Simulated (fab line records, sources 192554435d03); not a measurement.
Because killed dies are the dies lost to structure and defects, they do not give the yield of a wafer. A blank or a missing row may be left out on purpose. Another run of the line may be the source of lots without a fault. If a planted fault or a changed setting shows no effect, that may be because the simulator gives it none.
Lot-split experiment | flow n5-finfet | 21 wafers read across 7 lots, on a route 1938 steps long

== ABOUT THE SPLIT ==
At N5_BEOL_M12_SPUTTER_43 (material TaN, target thk 15 nm, time 24.19 s), the setting time-s was moved away from the recipe's 24.19 s on 2 of the 21 wafers read, by -13.2% to -9.7%. The other wafers ran this setting at the recipe's value.

Reading taken at the split's own step.

== THE READING ==
TaN_of_BEOL_M12_SPUTTER_43.thk-nm (the simulator's own value, which no gauge read), in nm, at N5_BEOL_M12_SPUTTER_43 (material TaN, target thk 15 nm, time 24.19 s). No usual value for it is given in the file. Average 14.9 nm, standard deviation 0.22 nm, over the 19 wafers here run with the recipe.

wafer  | tool, chamber at the split | time-s as run, s | against the recipe | TaN_of_BEOL_M12_SPUTTER_43.thk-nm, nm | against lot-mates on the recipe
L076.3 | pvd-sputter-02, -          | 24.19            | recipe             | 15                                    | -
L076.4 | pvd-sputter-02, -          | 24.19            | recipe             | 14.6                                  | -
L076.5 | pvd-sputter-02, -          | 24.19            | recipe             | 14.8                                  | -
L079.1 | pvd-sputter-02, -          | 24.19            | recipe             | 15                                    | -
L079.5 | pvd-sputter-02, -          | 24.19            | recipe             | 15.2                                  | -
L079.6 | pvd-sputter-02, -          | 24.19            | recipe             | 14.8                                  | -
L086.1 | pvd-sputter-02, -          | 24.19            | recipe             | 14.4                                  | -
L086.4 | pvd-sputter-02, -          | 24.19            | recipe             | 14.8                                  | -
L086.6 | pvd-sputter-02, -          | 24.19            | recipe             | 14.6                                  | -
L087.4 | pvd-sputter-01, -          | 21               | -13.2%             | 13                                    | -2.1
L087.5 | pvd-sputter-01, -          | 24.19            | recipe             | 15.2                                  | -
L087.6 | pvd-sputter-01, -          | 24.19            | recipe             | 15                                    | -
L088.1 | pvd-sputter-03, -          | 24.19            | recipe             | 15                                    | -
L088.5 | pvd-sputter-03, -          | 24.19            | recipe             | 15                                    | -
L088.6 | pvd-sputter-03, -          | 24.19            | recipe             | 15                                    | -
L096.1 | pvd-sputter-01, -          | 24.19            | recipe             | 14.8                                  | -
L096.2 | pvd-sputter-01, -          | 24.19            | recipe             | 15.2                                  | -
L096.6 | pvd-sputter-01, -          | 21.84            | -9.7%              | 13.4                                  | -1.6
L097.1 | pvd-sputter-03, -          | 24.19            | recipe             | 14.8                                  | -
L097.3 | pvd-sputter-03, -          | 24.19            | recipe             | 15.2                                  | -
L097.6 | pvd-sputter-03, -          | 24.19            | recipe             | 15                                    | -

THE FIT
A straight line over all 21 wafers: TaN_of_BEOL_M12_SPUTTER_43.thk-nm changes by +0.149 nm for each +1% of time-s; r = +0.92; the points scatter about the line by 0.22 nm.
The same after taking each lot's own level away (the mean of its wafers on the recipe; 21 wafers): +0.161 nm for each +1%; r = +0.97; scatter 0.15 nm.
That fit puts the effect of the largest move of time-s on the reading at 2.1 nm.
Across the lots, their own levels run from 14.60 to 15.10 nm, a range of 2.3 times the standard deviation given above.
Hence the lot-to-lot level has little effect on the slope; both slopes agree.
Check: with one of the wafers moved furthest among these (-13.2%) left out of the fit, the line predicts -2.17 nm for it against its lot-mates. It came out at -2.1 nm against them.

== THE OTHER SPLITS THESE WAFERS WENT THROUGH ==
Note: prior to the reading, these wafers also went through further splits. Each is held against what the fit with the lots' levels taken away leaves over:
other split on the same wafers | wafers away from the commonest value | r with TaN_of_BEOL_M12_SPUTTER_43.thk-nm (lot level and that fit taken away)
N5_BEOL_M8_PEB_09 peb-time-s   | 6                                    | -0.06
N5_BEOL_M8_DEP_56 time-s       | 10                                   | -0.07
N5_BEOL_M9_SPUTTER_48 power-w  | 3                                    | +0.13
N5_BEOL_M10_VIA_ETCH_34 time-s | 11                                   | +0.12
N5_BEOL_M11_ETCH_62 time-s     | 10                                   | +0.17
N5_BEOL_M11_COAT_63 spin-rpm   | 7                                    | +0.03

== FILE'S OWN FIT ==
TaN_of_BEOL_M12_SPUTTER_43.thk-nm changes by +0.161 nm for each +1% of time-s, r = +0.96.
